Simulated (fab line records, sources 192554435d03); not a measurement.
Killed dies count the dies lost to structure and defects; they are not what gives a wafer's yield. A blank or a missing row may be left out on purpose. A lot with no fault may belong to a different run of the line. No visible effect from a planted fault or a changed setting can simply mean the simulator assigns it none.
Split-lot experiment || flow n5_finfet || 21 wafers read across 7 lots, on a route 1938 steps long

## THE SPLIT ITSELF
At N5_BEOL_M7_EXPOSE_25 (exposes mask V6, target cd 40 nm), the setting dose_mj was moved away from the recipe's 42.5 on 8 of the 21 wafers read, by -7.2% to +6.2%. The other wafers ran this setting at the recipe's value.

## FROM THE SPLIT TO THE READING: what the file shows between them, 2 steps
- N5_BEOL_M7_PEB_26: peb time 60 s
- N5_BEOL_M7_DEVELOP_27: develop time 30 s

## THE READING
At N5_BEOL_M7_CD_MEAS_28: cd_nm in nanometres, against a target cd of 40 nm. On this fab line, fault-free wafers typically give 40.01 nm with a standard deviation of 0.22 nm.

{"wafer": "L077.3", "tool, chamber at the split": "euv_scanner-01, 0", "dose_mj as run": 44.05, "against the recipe": "+3.6%", "cd_nm, nm": 40.76, "against lot-mates on the recipe": "+0.63"}
{"wafer": "L077.5", "tool, chamber at the split": "euv_scanner-01, 0", "dose_mj as run": 44.05, "against the recipe": "+3.6%", "cd_nm, nm": 40.92, "against lot-mates on the recipe": "+0.79"}
{"wafer": "L077.6", "tool, chamber at the split": "euv_scanner-01, 0", "dose_mj as run": 42.5, "against the recipe": "recipe", "cd_nm, nm": 40.13, "against lot-mates on the recipe": "-"}
{"wafer": "L078.1", "tool, chamber at the split": "euv_scanner-02, 0", "dose_mj as run": 42.5, "against the recipe": "recipe", "cd_nm, nm": 40.30, "against lot-mates on the recipe": "-"}
{"wafer": "L078.2", "tool, chamber at the split": "euv_scanner-02, 0", "dose_mj as run": 41.59, "against the recipe": "-2.1%", "cd_nm, nm": 39.57, "against lot-mates on the recipe": -0.53}
{"wafer": "L078.3", "tool, chamber at the split": "euv_scanner-02, 0", "dose_mj as run": 42.5, "against the recipe": "recipe", "cd_nm, nm": 39.90, "against lot-mates on the recipe": "-"}
{"wafer": "L083.4", "tool, chamber at the split": "euv_scanner-02, 0", "dose_mj as run": 42.5, "against the recipe": "recipe", "cd_nm, nm": 40.09, "against lot-mates on the recipe": "-"}
{"wafer": "L083.5", "tool, chamber at the split": "euv_scanner-02, 0", "dose_mj as run": 42.5, "against the recipe": "recipe", "cd_nm, nm": 40.29, "against lot-mates on the recipe": "-"}
{"wafer": "L083.6", "tool, chamber at the split": "euv_scanner-02, 0", "dose_mj as run": 42.5, "against the recipe": "recipe", "cd_nm, nm": 39.87, "against lot-mates on the recipe": "-"}
{"wafer": "L088.2", "tool, chamber at the split": "euv_scanner-01, 0", "dose_mj as run": 42.5, "against the recipe": "recipe", "cd_nm, nm": 39.94, "against lot-mates on the recipe": "-"}
{"wafer": "L088.3", "tool, chamber at the split": "euv_scanner-01, 0", "dose_mj as run": 42.5, "against the recipe": "recipe", "cd_nm, nm": 40.09, "against lot-mates on the recipe": "-"}
{"wafer": "L088.5", "tool, chamber at the split": "euv_scanner-01, 0", "dose_mj as run": 39.46, "against the recipe": "-7.2%", "cd_nm, nm": 38.59, "against lot-mates on the recipe": -1.42}
{"wafer": "L086.1", "tool, chamber at the split": "euv_scanner-01, 0", "dose_mj as run": 42.5, "against the recipe": "recipe", "cd_nm, nm": 39.89, "against lot-mates on the recipe": "-"}
{"wafer": "L086.4", "tool, chamber at the split": "euv_scanner-01, 0", "dose_mj as run": 42.5, "against the recipe": "recipe", "cd_nm, nm": 39.79, "against lot-mates on the recipe": "-"}
{"wafer": "L086.5", "tool, chamber at the split": "euv_scanner-01, 0", "dose_mj as run": 42.5, "against the recipe": "recipe", "cd_nm, nm": 40.08, "against lot-mates on the recipe": "-"}
{"wafer": "L087.1", "tool, chamber at the split": "euv_scanner-02, 0", "dose_mj as run": 42.5, "against the recipe": "recipe", "cd_nm, nm": 39.82, "against lot-mates on the recipe": "-"}
{"wafer": "L087.4", "tool, chamber at the split": "euv_scanner-02, 0", "dose_mj as run": 40.28, "against the recipe": "-5.2%", "cd_nm, nm": 38.79, "against lot-mates on the recipe": -1.03}
{"wafer": "L087.6", "tool, chamber at the split": "euv_scanner-02, 0", "dose_mj as run": 40.28, "against the recipe": "-5.2%", "cd_nm, nm": 38.97, "against lot-mates on the recipe": -0.85}
{"wafer": "L092.2", "tool, chamber at the split": "euv_scanner-02, 0", "dose_mj as run": 42.5, "against the recipe": "recipe", "cd_nm, nm": 40.03, "against lot-mates on the recipe": "-"}
{"wafer": "L092.3", "tool, chamber at the split": "euv_scanner-02, 0", "dose_mj as run": 45.13, "against the recipe": "+6.2%", "cd_nm, nm": 41.60, "against lot-mates on the recipe": "+1.57"}
{"wafer": "L092.5", "tool, chamber at the split": "euv_scanner-02, 0", "dose_mj as run": 45.13, "against the recipe": "+6.2%", "cd_nm, nm": 40.97, "against lot-mates on the recipe": "+0.94"}

FIT RESULTS
A straight line over all 21 wafers: cd_nm changes by +0.21 nm for each +1% of dose_mj; r = +0.97; the points scatter about the line by 0.17 nm.
The same after taking each lot's own level away (the mean of its wafers on the recipe; 21 wafers): +0.196 nm for each +1%; r = +0.97; scatter 0.16 nm.
According to that fit, moving dose_mj by its largest amount changes the reading by 1.4 nm.
From 39.820 to 40.130 nm: that is the span of the lots' own levels, equal to 1.4 times the standard deviation above.
Hence the lot-to-lot level has little effect on the slope; both slopes agree.
Check: with one of the wafers moved furthest among these (-7.2%) left out of the fit, the line predicts -1.39 nm for it against its lot-mates. It came out at -1.42 nm against them.

## THESE WAFERS: OTHER SPLITS
Other splits were also applied to these wafers ahead of the reading. Each is held against what the fit with the lots' levels taken away leaves over:
{"other split on the same wafers": "N5_BEOL_M5_EXPOSE_08 dose_mj", "wafers away from the commonest value": 8, "r with cd_nm (lot level and that fit taken away)": "+0.15"}
{"other split on the same wafers": "N5_BEOL_M5_DEP_56 time_s", "wafers away from the commonest value": 6, "r with cd_nm (lot level and that fit taken away)": -0.17}

## THE WHOLE CHAIN: every reading that the file lists as answering this split, in the file's order
{"step": "N5_BEOL_M7_CD_MEAS_28", "what it does": "target cd 40 nm", "reading": "cd_nm", "change (the file's fit)": "+0.197 nm for each +1% of the setting", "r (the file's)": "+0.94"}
{"step": "N5_BEOL_M7_DESCUM_33", "what it does": "chemistry O2, time 7 s", "reading": "BEOL_M7.cd_nm (the simulator's own value, which no gauge read)", "change (the file's fit)": "+0.225 nm for each +1% of the setting", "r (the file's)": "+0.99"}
{"step": "N5_BEOL_M7_ETCH_65", "what it does": "etches SiARC in CF4, target depth 15.6 nm, time 26 s", "reading": "BEOL_M7.cd_nm (the simulator's own value, which no gauge read)", "change (the file's fit)": "+0.236 nm for each +1% of the setting", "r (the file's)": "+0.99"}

## THE FILE'S OWN FIT
cd_nm changes by +0.197 nm for each +1% of dose_mj, r = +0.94.
